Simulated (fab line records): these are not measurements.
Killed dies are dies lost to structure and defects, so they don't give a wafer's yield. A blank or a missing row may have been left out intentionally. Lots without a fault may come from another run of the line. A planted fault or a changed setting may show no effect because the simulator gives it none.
fab line records / flow n5_finfet
[record] lots = 3 wafers = 9 last_day = 17
route steps=1938 shown PMOS_HMC_CHANNEL_EPI@83 FIN_SAQP@90 FIN_CUT@165 BEOL_M4@1111 PASSIVATION@1936
lots untouched by any fault: they come from a run of this same line in which no faults occurred
start_h: the number of hours between the record's first day and the start of the first shown wafer of the lot / wait_h: hours elapsed since this lot's preceding step / " unchanged from the row above / L1.1+2: a row that stands for several wafers / - value missing, or start not given / * or withheld: withheld / < > ~ a bound
route shown NAME@n: a module of which the file shows steps, and the number in the route of the first / usual: mean/standard deviation taken from wafers without a fault / same: alike in all rows / chamber/n: place in a boat / sites: readings site by site / _std_site: standard deviation of those values / _edge_site: inner sites' mean taken away from outer sites' mean / radius_mm: how far each site lies from the wafer's centre / mask NAME#n: copy n / behind: tool/chamber where the wafer was last shaped / hold: what put the lot on hold/how long, in hours/how the hold closed / device: names the non-switching transistor (n, p or np) / end of line: at the end of the route, the tests of the same wafers / step lacking rows: just its recipe / killed: dies lost to structure and defects at the first sort, not the wafer's yield / map: a wafer's dies, x killed, . not, _ none there
set.NAME: the setting as run; set.NAME@STEP: as run at that earlier step / model.NAME: the simulator's own value behind a step, which no gauge read
a table for each step, a row for each wafer; lots at some steps of the route
services: a tool's chamber out of use, with start hour (start_h, from the record's first day; less than 0 if before it), hours out, and reason
[[steps]]
[step N5_PMOS_HMC_CHANNEL_EPI_PRECLEAN_40]
[recipe] chemistry = DHF time_s = 30 temp_c = 25 dilution = withheld
[step N5_PMOS_HMC_CHANNEL_EPI_PRECLEAN_37]
[recipe] chemistry = O3/DIW time_s = 45 temp_c = 22 o3_ppm = 10
[step N5_PMOS_HMC_CHANNEL_EPI_PRECLEAN_24]
[recipe] chemistry = DHF time_s = 30 temp_c = 25 dilution = withheld
[step N5_PMOS_HMC_CHANNEL_EPI_SRD_25]
[recipe] dry = ipa_marangoni do_ppb = 5 time_s = 30 temp_c = 23 rinse_liquid = diw
[step N5_PMOS_HMC_CHANNEL_EPI_EPI_26]
[recipe] material = Si target_thk_a = 38 temp_c = 650 precursor = SiH4/H2 pressure_torr = 20 time_s = 22.7
[step N5_FIN_SAQP_PRECLEAN_42]
[recipe] chemistry = O3/DIW time_s = 60 temp_c = 22 o3_ppm = 10
[step N5_FIN_SAQP_PRECLEAN_00]
[recipe] chemistry = SC1 time_s = 60 temp_c = 55 mix = 1:2:50
[step N5_FIN_SAQP_PRECLEAN_44]
[recipe] chemistry = SC2 time_s = 45 temp_c = 35 mix = 1:1:50
[step N5_FIN_SAQP_SRD_01]
[recipe] dry = ipa_marangoni time_s = 30 temp_c = 23 rinse_liquid = diw
[step N5_FIN_SAQP_ALD_61]
[recipe] material = SiO2 target_thk_a = 40 temp_c = 300 ald_precursor_family = BDEAS ald_co_reactant = O2-plasma pulse_time_s = 1 purge_time_s = 2 co_reactant_purge_time_s = 2 ald_cycles = 43 pressure_torr = 2
[usual] heater_power_w = 499/49 precursor_pulse_height_rel = 0.998/0.019
lot.wafer=L655.1 tool=ald_sin-04 chamber=2 start_h=50.92 wait_h=0.0 heater_power_w=451 precursor_pulse_height_rel=0.969
lot.wafer=L655.2 tool=ald_sin-04 chamber=3 start_h=50.92 wait_h=0.0 heater_power_w=528 precursor_pulse_height_rel=1.001
lot.wafer=L655.6 tool=ald_sin-04 chamber=2 start_h=50.92 wait_h=0.0 heater_power_w=456 precursor_pulse_height_rel=1.001
lot.wafer=L668.1 tool=ald_sin-04 chamber=1 start_h=128.65 wait_h=0.0 heater_power_w=535 precursor_pulse_height_rel=1.014
lot.wafer=L668.3 tool=ald_sin-04 chamber=0 start_h=128.65 wait_h=0.0 heater_power_w=499 precursor_pulse_height_rel=0.998
lot.wafer=L668.6 tool=ald_sin-04 chamber=3 start_h=128.65 wait_h=0.0 heater_power_w=530 precursor_pulse_height_rel=1.015
lot.wafer=L669.1 tool=ald_sin-04 chamber=2 start_h=134.78 wait_h=0.0 heater_power_w=449 precursor_pulse_height_rel=1.019
lot.wafer=L669.5 tool=ald_sin-04 chamber=2 start_h=134.78 wait_h=0.0 heater_power_w=461 precursor_pulse_height_rel=1.003
lot.wafer=L669.6 tool=ald_sin-04 chamber=3 start_h=134.78 wait_h=0.0 heater_power_w=526 precursor_pulse_height_rel=1.012
[step N5_FIN_SAQP_DENSIFY_62]
[recipe] temp_c = 700 time_s = 60 ambient = N2 idle_temp_c = 600 ramp_up_c_per_s = 150 ramp_down_c_per_s = 60 cool_to_c = 600
[step N5_FIN_SAQP_HM_DEP_03]
[recipe] material = SiNx target_thk_a = 380 temp_c = 400 precursor = SiH4/NH3/N2 pressure_torr = 1.5 rf_w = 300 time_s = 33.6
[step N5_FIN_SAQP_PECVD_47]
[recipe] material = a-Si target_thk_a = 450 temp_c = 400 precursor = SiH4/He pressure_torr = 3 rf_w = 100 time_s = 36.3
[step N5_FIN_SAQP_PECVD_48]
[recipe] material = SiNx target_thk_a = 250 temp_c = 400 precursor = SiH4/NH3/N2 pressure_torr = 1.5 rf_w = 300 time_s = 22.1
[step N5_FIN_SAQP_PECVD_06]
[recipe] material = a-Si target_thk_a = 600 temp_c = 400 precursor = SiH4/He pressure_torr = 3 rf_w = 100 time_s = 48.1
[step N5_FIN_SAQP_HM_DEP_72]
[recipe] material = SiO2 target_thk_a = 120 temp_c = 400 precursor = SiH4/N2O pressure_torr = 0.75 rf_w = 275 time_s = 7.2
[step N5_FIN_SAQP_COAT_49]
[recipe] resist = SOC temp_c = 250 time_s = 60 spin_rpm = 1500 resist_thk_nm = 100
[step N5_FIN_SAQP_COAT_50]
[recipe] resist = SiARC temp_c = 220 time_s = 60 spin_rpm = 1500 resist_thk_nm = 35
[step N5_FIN_SAQP_COAT_10]
[recipe] resist = CAR-ArF spin_rpm = 1500 resist_thk_nm = 90
[step N5_FIN_SAQP_EBR_12]
[recipe] solvent = PGMEA ebr_width_mm = 1.5
[step N5_FIN_SAQP_SOFTBAKE_11]
[recipe] temp_c = 110 time_s = 60 resist = CAR-ArF
[step N5_FIN_SAQP_EXPOSE_13]
[recipe] mask_id = FIN_CORE na = 1.35 source_shape = dipole sigma_inner = 0.538 sigma_outer = 0.738 polarization = te target_cd_nm = 35.6 dose_mj = 63.25
[step N5_FIN_SAQP_PEB_14]
[recipe] peb_temp_c = withheld peb_time_s = 60 resist = CAR-ArF
[step N5_FIN_SAQP_DEVELOP_15]
[recipe] develop_time_s = 30 developer = TMAH resist = CAR-ArF dev_temp_c = 23 rinse_liquid = diw dry = air_spin
[step N5_FIN_SAQP_INSPECT_18]
[recipe] mode = adi inspect_instrument = brightfield
[usual] raw_defect_count = 432/120
lot.wafer=L655.1 tool=defect_inspect-02 chamber=- start_h=52.11 wait_h=0.0 raw_defect_count=1482
lot.wafer=L655.2 tool=defect_inspect-02 chamber=- start_h=52.11 wait_h=0.0 raw_defect_count=355
lot.wafer=L655.6 tool=defect_inspect-02 chamber=- start_h=52.11 wait_h=0.0 raw_defect_count=1571
lot.wafer=L668.1 tool=defect_inspect-01 chamber=- start_h=129.91 wait_h=0.0 raw_defect_count=411
lot.wafer=L668.3 tool=defect_inspect-01 chamber=- start_h=129.91 wait_h=0.0 raw_defect_count=523
lot.wafer=L668.6 tool=defect_inspect-01 chamber=- start_h=129.91 wait_h=0.0 raw_defect_count=413
lot.wafer=L669.1 tool=defect_inspect-01 chamber=- start_h=136.09 wait_h=0.0 raw_defect_count=374
lot.wafer=L669.5 tool=defect_inspect-01 chamber=- start_h=136.09 wait_h=0.0 raw_defect_count=437
lot.wafer=L669.6 tool=defect_inspect-01 chamber=- start_h=136.09 wait_h=0.0 raw_defect_count=435
[step N5_FIN_SAQP_DESCUM_21]
[recipe] chemistry = O2 time_s = 7.9 source_power_w = 50 bias_power_w = 20 pressure_mtorr = 20 rf_frequency_hz = 2.712e+07 temp_c = 40 resist = CAR-ArF o2_flow_sccm = 225
[step N5_FIN_SAQP_ETCH_51]
[recipe] chemistry = CF4 target = SiARC target_depth_a = 455 mask_material = CAR-ArF time_s = 75.8 ion_energy_ev = 80 pressure_mtorr = 40 source_w = 545 bias_w = 36 Ar_flow_sccm = 100 cf4_flow_sccm = 100 ends = cleared
[step N5_FIN_SAQP_ETCH_52]
[recipe] chemistry = N2/H2 target = SOC target_depth_a = 1000 overetch_a = 200 mask_material = SiARC temp_c = 40 time_s = 150 ion_energy_ev = 200 pressure_mtorr = 30 source_w = 840 bias_w = 150 n2_flow_sccm = 200 h2_flow_sccm = 200 ends = end_point
[step N5_FIN_SAQP_STRIP_53]
[recipe] chemistry = N2/H2 temp_c = 40 n2_flow_sccm = 200 h2_flow_sccm = 200 rf_frequency_hz = 6e+07
[step N5_FIN_SAQP_HM_OPEN_73]
[recipe] chemistry = CHF3/O2 target = SiO2 stop_on = a-Si target_depth_a = 120 over_etch_frac = 1.8 mask_material = SOC time_s = 16.8 pressure_mtorr = 30 source_w = 650 bias_w = 170 Ar_flow_sccm = 200 CHF3_flow_sccm = 50 O2_flow_sccm = 5 ion_energy_ev = 200 ends = end_point
[step N5_FIN_SAQP_STRIP_74]
[recipe] chemistry = CHF3/O2 resist = SiARC rf_frequency_hz = 6e+07
[step N5_FIN_SAQP_MANDREL_ETCH_22]
[recipe] target_depth_a = 600 chemistry = HBr/Cl2 target = a-Si stop_on = SiNx bt_time_s = 10 over_etch_frac = 0.5 time_s = 30 pressure_mtorr = 10 icp_w = 800 bias_w = 75 HBr_flow_sccm = 150 Cl2_flow_sccm = 80 ends = end_point
[step N5_FIN_SAQP_STRIP_55]
[recipe] chemistry = N2/H2 power_w = 500 temp_c = 40 pressure_mtorr = 50 rf_frequency_hz = 6e+07 overash_fraction = 0.3 bias_power_w = 28 h2_frac = 0.5 n2_flow_sccm = 300 h2_flow_sccm = 300
[step N5_FIN_SAQP_STRIP_23]
[recipe] chemistry = SPM time_s = 750 temp_c = 130 h2so4_h2o2_vol_ratio = 4
[step N5_FIN_SAQP_SRD_66]
[recipe] dry = ipa_marangoni time_s = 30 temp_c = 23 rinse_liquid = diw
[step N5_FIN_SAQP_INSPECT_40]
[recipe] inspect_instrument = brightfield mode = aei
[usual] raw_defect_count = 233/71
lot.wafer=L655.1 tool=defect_inspect-02 chamber=- start_h=56.66 wait_h=0.0 raw_defect_count=1285
lot.wafer=L655.2 tool=defect_inspect-02 chamber=- start_h=56.66 wait_h=0.0 raw_defect_count=131
lot.wafer=L655.6 tool=defect_inspect-02 chamber=- start_h=56.66 wait_h=0.0 raw_defect_count=1237
lot.wafer=L668.1 tool=defect_inspect-02 chamber=- start_h=134.09 wait_h=0.0 raw_defect_count=306
lot.wafer=L668.3 tool=defect_inspect-02 chamber=- start_h=134.09 wait_h=0.0 raw_defect_count=187
lot.wafer=L668.6 tool=defect_inspect-02 chamber=- start_h=134.09 wait_h=0.0 raw_defect_count=177
lot.wafer=L669.1 tool=defect_inspect-02 chamber=- start_h=141.71 wait_h=0.0 raw_defect_count=241
lot.wafer=L669.5 tool=defect_inspect-02 chamber=- start_h=141.71 wait_h=0.0 raw_defect_count=210
lot.wafer=L669.6 tool=defect_inspect-02 chamber=- start_h=141.71 wait_h=0.0 raw_defect_count=206
[step N5_FIN_CUT_INSPECT_10]
[recipe] mode = adi inspect_instrument = brightfield
[usual] raw_defect_count = 42/12
lot.wafer=L655.1 tool=defect_inspect-01 chamber=- start_h=57.18 wait_h=0.1 raw_defect_count=1128
lot.wafer=L655.2 tool=defect_inspect-01 chamber=- start_h=57.18 wait_h=0.1 raw_defect_count=29
lot.wafer=L655.6 tool=defect_inspect-01 chamber=- start_h=57.18 wait_h=0.1 raw_defect_count=1142
lot.wafer=L668.1 tool=defect_inspect-01 chamber=- start_h=134.61 wait_h=0.1 raw_defect_count=48
lot.wafer=L668.3 tool=defect_inspect-01 chamber=- start_h=134.61 wait_h=0.1 raw_defect_count=30
lot.wafer=L668.6 tool=defect_inspect-01 chamber=- start_h=134.61 wait_h=0.1 raw_defect_count=20
lot.wafer=L669.1 tool=defect_inspect-01 chamber=- start_h=142.10 wait_h=0.1 raw_defect_count=40
lot.wafer=L669.5 tool=defect_inspect-01 chamber=- start_h=142.10 wait_h=0.1 raw_defect_count=46
lot.wafer=L669.6 tool=defect_inspect-01 chamber=- start_h=142.10 wait_h=0.1 raw_defect_count=41
[step N5_BEOL_M4_RC_MEAS_101]
[usual] DIBL_N = 36.2/2.4 DIBL_P = 36.2/2.6 IOFF_N = 0.16/0.045 IOFF_P = 0.21/0.046 ION_N = 674/17 ION_P = 463/11 SS_N = 71.5/0.77 SS_P = 73.1/0.76 VT_N = 250/3.9 VT_P = -250/3.9
lot.wafer=L655.1 tool=prober-01 chamber=0 start_h=188.25 wait_h=0.0 DIBL_N[mV/V]=35.2 DIBL_P[mV/V]=36.5 IOFF_N[nA/um]=0.15 IOFF_P[nA/um]=0.21 ION_N[uA/um]=683 ION_P[uA/um]=475 SS_N[mV/dec]=71.0 SS_P[mV/dec]=73.4 VT_N[mV]=250 VT_P[mV]=-249
lot.wafer=L655.2 tool=prober-01 chamber=0 start_h=188.25 wait_h=0.0 DIBL_N[mV/V]=32.9 DIBL_P[mV/V]=34.5 IOFF_N[nA/um]=0.12 IOFF_P[nA/um]=0.18 ION_N[uA/um]=663 ION_P[uA/um]=466 SS_N[mV/dec]=70.4 SS_P[mV/dec]=72.9 VT_N[mV]=254 VT_P[mV]=-251
lot.wafer=L655.6 tool=prober-01 chamber=0 start_h=188.25 wait_h=0.0 DIBL_N[mV/V]=33.4 DIBL_P[mV/V]=33.9 IOFF_N[nA/um]=0.12 IOFF_P[nA/um]=0.18 ION_N[uA/um]=667 ION_P[uA/um]=466 SS_N[mV/dec]=70.9 SS_P[mV/dec]=72.0 VT_N[mV]=252 VT_P[mV]=-252
lot.wafer=L668.1 tool=prober-02 chamber=0 start_h=279.48 wait_h=0.0 DIBL_N[mV/V]=35.4 DIBL_P[mV/V]=34.5 IOFF_N[nA/um]=0.15 IOFF_P[nA/um]=0.18 ION_N[uA/um]=678 ION_P[uA/um]=461 SS_N[mV/dec]=71.1 SS_P[mV/dec]=72.8 VT_N[mV]=250 VT_P[mV]=-248
lot.wafer=L668.3 tool=prober-02 chamber=0 start_h=279.48 wait_h=0.0 DIBL_N[mV/V]=34.2 DIBL_P[mV/V]=32.9 IOFF_N[nA/um]=0.12 IOFF_P[nA/um]=0.16 ION_N[uA/um]=658 ION_P[uA/um]=452 SS_N[mV/dec]=71.2 SS_P[mV/dec]=73.1 VT_N[mV]=251 VT_P[mV]=-252
lot.wafer=L668.6 tool=prober-02 chamber=0 start_h=279.48 wait_h=0.0 DIBL_N[mV/V]=34.7 DIBL_P[mV/V]=34.9 IOFF_N[nA/um]=0.14 IOFF_P[nA/um]=0.19 ION_N[uA/um]=673 ION_P[uA/um]=457 SS_N[mV/dec]=71.0 SS_P[mV/dec]=72.6 VT_N[mV]=251 VT_P[mV]=-250
lot.wafer=L669.1 tool=prober-01 chamber=0 start_h=292.08 wait_h=0.0 DIBL_N[mV/V]=36.8 DIBL_P[mV/V]=34.6 IOFF_N[nA/um]=0.17 IOFF_P[nA/um]=0.21 ION_N[uA/um]=655 ION_P[uA/um]=453 SS_N[mV/dec]=72.6 SS_P[mV/dec]=72.8 VT_N[mV]=252 VT_P[mV]=-250
lot.wafer=L669.5 tool=prober-01 chamber=0 start_h=292.08 wait_h=0.0 DIBL_N[mV/V]=36.9 DIBL_P[mV/V]=37.5 IOFF_N[nA/um]=0.18 IOFF_P[nA/um]=0.25 ION_N[uA/um]=694 ION_P[uA/um]=483 SS_N[mV/dec]=71.2 SS_P[mV/dec]=73.4 VT_N[mV]=248 VT_P[mV]=-246
lot.wafer=L669.6 tool=prober-01 chamber=0 start_h=292.08 wait_h=0.0 DIBL_N[mV/V]=38.8 DIBL_P[mV/V]=38.0 IOFF_N[nA/um]=0.24 IOFF_P[nA/um]=0.25 ION_N[uA/um]=682 ION_P[uA/um]=459 SS_N[mV/dec]=73.1 SS_P[mV/dec]=74.0 VT_N[mV]=245 VT_P[mV]=-246
[step N5_PASSIVATION_PROBE_49]
[usual] defect_limited_yield = 91.2/1.4 killed_at_M0_to_M3 = 33/9.5 killed_at_M4_up = 13/4.7 killed_at_contacts = 11/5.3 killed_at_front_end = 42/12 killed_at_other = 5/3.3 killed_dies = 104/17 killed_open = 67/12 killed_short = 33/7.7 sort_bin_5_function = 5.1/0.94 sort_bin_6_memory = 3.3/0.67 sort_n_pass = 1074/24 sort_yield_pct = 91.1/2
[same] gross_dies = 1180 killed_at_back_side = 0 sort_bin_4_leakage[%] = 0 sort_bin_8_speed[%] = 0
lot.wafer=L655.1 tool=prober-01 chamber=- start_h=279.31 wait_h=0.0 defect_limited_yield[%]=79.3 killed_at_M0_to_M3=20 killed_at_M4_up=14 killed_at_contacts=16 killed_at_front_end=192 killed_at_other=2 killed_dies=244 killed_open=65 killed_short=21 sort_bin_5_function[%]=11.9 sort_bin_6_memory[%]=4.3 sort_n_pass=936 sort_yield_pct[%]=79.3
lot.wafer=L655.2 tool=prober-01 chamber=- start_h=279.36 wait_h=0.1 defect_limited_yield[%]=93.4 killed_at_M0_to_M3=16 killed_at_M4_up=10 killed_at_contacts=12 killed_at_front_end=38 killed_at_other=2 killed_dies=78 killed_open=54 killed_short=24 sort_bin_5_function[%]=3.3 sort_bin_6_memory[%]=3.1 sort_n_pass=1102 sort_yield_pct[%]=93.4
lot.wafer=L655.6 tool=prober-01 chamber=- start_h=279.56 wait_h=0.3 defect_limited_yield[%]=78.6 killed_at_M0_to_M3=23 killed_at_M4_up=12 killed_at_contacts=18 killed_at_front_end=199 killed_at_other=1 killed_dies=253 killed_open=63 killed_short=24 sort_bin_5_function[%]=12.1 sort_bin_6_memory[%]=4.9 sort_n_pass=927 sort_yield_pct[%]=78.6
lot.wafer=L669.1 tool=prober-01 chamber=- start_h=398.87 wait_h=0.0 defect_limited_yield[%]=91.4 killed_at_M0_to_M3=44 killed_at_M4_up=16 killed_at_contacts=5 killed_at_front_end=30 killed_at_other=7 killed_dies=102 killed_open=64 killed_short=38 sort_bin_5_function[%]=4.8 sort_bin_6_memory[%]=3.6 sort_n_pass=1078 sort_yield_pct[%]=91.4
lot.wafer=L669.5 tool=prober-01 chamber=- start_h=399.07 wait_h=0.2 defect_limited_yield[%]=90.8 killed_at_M0_to_M3=46 killed_at_M4_up=11 killed_at_contacts=10 killed_at_front_end=37 killed_at_other=5 killed_dies=109 killed_open=74 killed_short=34 sort_bin_5_function[%]=6.3 sort_bin_6_memory[%]=2.7 sort_n_pass=1071 sort_yield_pct[%]=90.8
lot.wafer=L669.6 tool=prober-01 chamber=- start_h=399.12 wait_h=0.3 defect_limited_yield[%]=92.7 killed_at_M0_to_M3=35 killed_at_M4_up=9 killed_at_contacts=8 killed_at_front_end=26 killed_at_other=8 killed_dies=86 killed_open=55 killed_short=31 sort_bin_5_function[%]=4.2 sort_bin_6_memory[%]=2.8 sort_n_pass=1094 sort_yield_pct[%]=92.7
// killed by level:class
L655.1 FIN_SAQP:unspecified=153 MOL_CONTACT_COAG:geometric_particle:open=15 DUMMY_GATE:geometric_particle:open=9 BEOL_M4:geometric_particle:open=6 ILD0:geometric_particle:open=5 GATE_CUT:geometric_particle:short=5 BEOL_M2:geometric_particle:open=5 FIN_SAQP:geometric_particle:open=4
L655.2 MOL_CONTACT_COAG:geometric_particle:open=10 ILD0:geometric_particle:open=9 BEOL_M3:geometric_particle:open=6 FIN_SAQP:geometric_particle:short=5 STI_FIN_REVEAL:geometric_particle:open=5 ILD0:geometric_particle:short=5 BEOL_M2:geometric_particle:open=4 DUMMY_GATE:geometric_particle:open=3
L655.6 FIN_SAQP:unspecified=163 MOL_CONTACT_COAG:geometric_particle:open=14 STI_FIN_REVEAL:geometric_particle:open=10 BEOL_M2:geometric_particle:open=8 FIN_SAQP:geometric_particle:short=7 BEOL_M4:geometric_particle:open=6 BEOL_M1:geometric_particle:open=5 FIN_SAQP:geometric_particle:open=4
L669.1 BEOL_M0_SAQP:geometric_particle:short=12 STI_FIN_REVEAL:geometric_particle:open=10 BEOL_M5:geometric_particle:open=7 BEOL_M0_SAQP:geometric_particle:open=7 BEOL_M2:geometric_particle:open=7 MOL_CONTACT_COAG:geometric_particle:open=5 DUMMY_GATE:geometric_particle:open=5 BEOL_M0:geometric_particle:open=5
L669.5 BEOL_M3:geometric_particle:open=14 STI_FIN_REVEAL:geometric_particle:open=14 BEOL_M2:geometric_particle:open=10 MOL_CONTACT_COAG:geometric_particle:open=8 GATE_CUT:geometric_particle:short=7 BEOL_M0_SAQP:geometric_particle:short=7 BEOL_M1:geometric_particle:open=6 FIN_SAQP:geometric_particle:short=4
L669.6 BEOL_M3:geometric_particle:open=11 STI_FIN_REVEAL:geometric_particle:open=7 BEOL_M0_SAQP:geometric_particle:open=7 MOL_CONTACT_COAG:geometric_particle:open=6 FIN_SAQP:geometric_particle:short=5 BEOL_M0_SAQP:geometric_particle:short=5 BEOL_M1:geometric_particle:open=4 BEOL_M2:geometric_particle:open=4
// map L655.6 (x killed, . not)
_________________x..x.xx.x..x________________
______________.....xx..x.x......_____________
___________......x..xx..xxxx..x...x__________
__________x.....x..xxxxxxxx..xx....x_________
________x..x.....xxxxxxxxxxxxxx......._______
_______..........xxxxxxxxxxxxx.x.x...x.______
______.........x.xxxxxxxxxxxxxxx........_____
_____...........xxxxxxxxxxxxxxx..........____
____...........xxxxxxxxxxxxxxxxx..........___
___.........xx..xxxxxxxxxxxxxxxx........x..__
___...x.........xxxxxxxxxxxxxx.....x..x....__
__.........x....xx.xxxxxxxxxxxx..x.........x_
__.......x......x.xxxxx.xxxx................_
_............x....xxxxx.x.x..................
_........x........x.xxx.xx.............x.....
_....x...............x.............x.x......x
_.............x.............xx...............
_...........................................x
_................x.....x.................x...
_...x....................xx.......x..........
_................x.....x.........x...........
__.....x.....x.xxx..................x..x.x.._
__..x.x....x............x..................._
___.................xx..................x..__
___..........x....x................x.....x.__
____..x........x...........x............x.___
_____.....x.......x.x...........x......xx____
______x....................x........x..._____
_______....x....................x...x..______
________..........x..................._______
__________.....xx........x.........._________
___________......x...............x.__________
______________.................._____________
_________________...........x________________
// map L669.5 (x killed, . not)
_________________............________________
______________.................._____________
___________............x...........__________
__________.........x.......x...x...._________
________.x....xxx......x....x........._______
_______...........x....................______
______x..x.......x.........x.......xx..._____
_____....x........x...............x..x...____
____......x..x....x...............x....xx.___
___.x.......x..x...........................__
___............x................x........x.__
__..........x.x........x.x.....x........x..._
__...x...xx......x.......x................x._
_...............x..xx......x.................
_.........x............x........x............
_.......x..x.x...........x.....x........x....
_.................................x......x...
_...x.........................x.......x......
_.....................x.........x............
_.......................x....................
_x.............x.x.........x........x......xx
__x...............x........................._
__........x.......x.................x......._
___.........x.....x....x...................__
___..x...x...x...........................x.__
____..x......x.......x....................___
_____..........................xx.....x..____
______x........................x.......x_____
_______............x..........x........______
________..........x...........x.x....._______
__________........x.......x..x.x...._________
___________....x......x..x.......x.__________
______________..............x..._____________
_________________.........x..________________
[[services]]
tool=ald_sin-04 chamber=- start_h=66.74 hours=0.3 kind=repair
tool=ald_sin-04 chamber=- start_h=86.24 hours=14.0 kind=pm
tool=ald_sin-04 chamber=0 start_h=86.24 hours=14.0 kind=vent_cycle
tool=ald_sin-04 chamber=1 start_h=86.24 hours=14.0 kind=vent_cycle
tool=ald_sin-04 chamber=2 start_h=86.24 hours=14.0 kind=vent_cycle
tool=ald_sin-04 chamber=3 start_h=86.24 hours=14.0 kind=vent_cycle
tool=ald_sin-04 chamber=0 start_h=100.24 hours=- kind=clean
tool=ald_sin-04 chamber=1 start_h=100.24 hours=- kind=clean
tool=ald_sin-04 chamber=2 start_h=100.24 hours=- kind=clean
tool=ald_sin-04 chamber=3 start_h=100.24 hours=- kind=clean
[[key]]
[first_sign] step = N5_FIN_SAQP_INSPECT_18 reading = raw_defect_count direction = up sigmas = 9.1 usual = 432 struck = 1526
[effect] step = N5_FIN_SAQP_INSPECT_40 reading = raw_defect_count direction = up sigmas = 14 usual = 233 struck = 1261
[effect] step = N5_FIN_CUT_INSPECT_10 reading = raw_defect_count direction = up sigmas = 88 usual = 42 struck = 1135
[effect] step = N5_PASSIVATION_PROBE_49 reading = killed_at_front_end direction = up sigmas = 12 usual = 42 struck = 196
[more_kills_born_at] N5_FIN_SAQP_ALD_61@ald_sin-04 = 316
met_at N5_FIN_SAQP_ALD_61
struck_wafers L655.1,L655.6
[fault] kind = chamber_particle_source tool = ald_sin-04 chamber = 2 onset_h = 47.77 steps = N5_FIN_SAQP_ALD_61 rate_per_visit_cm2 = 1.73 end_h = 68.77
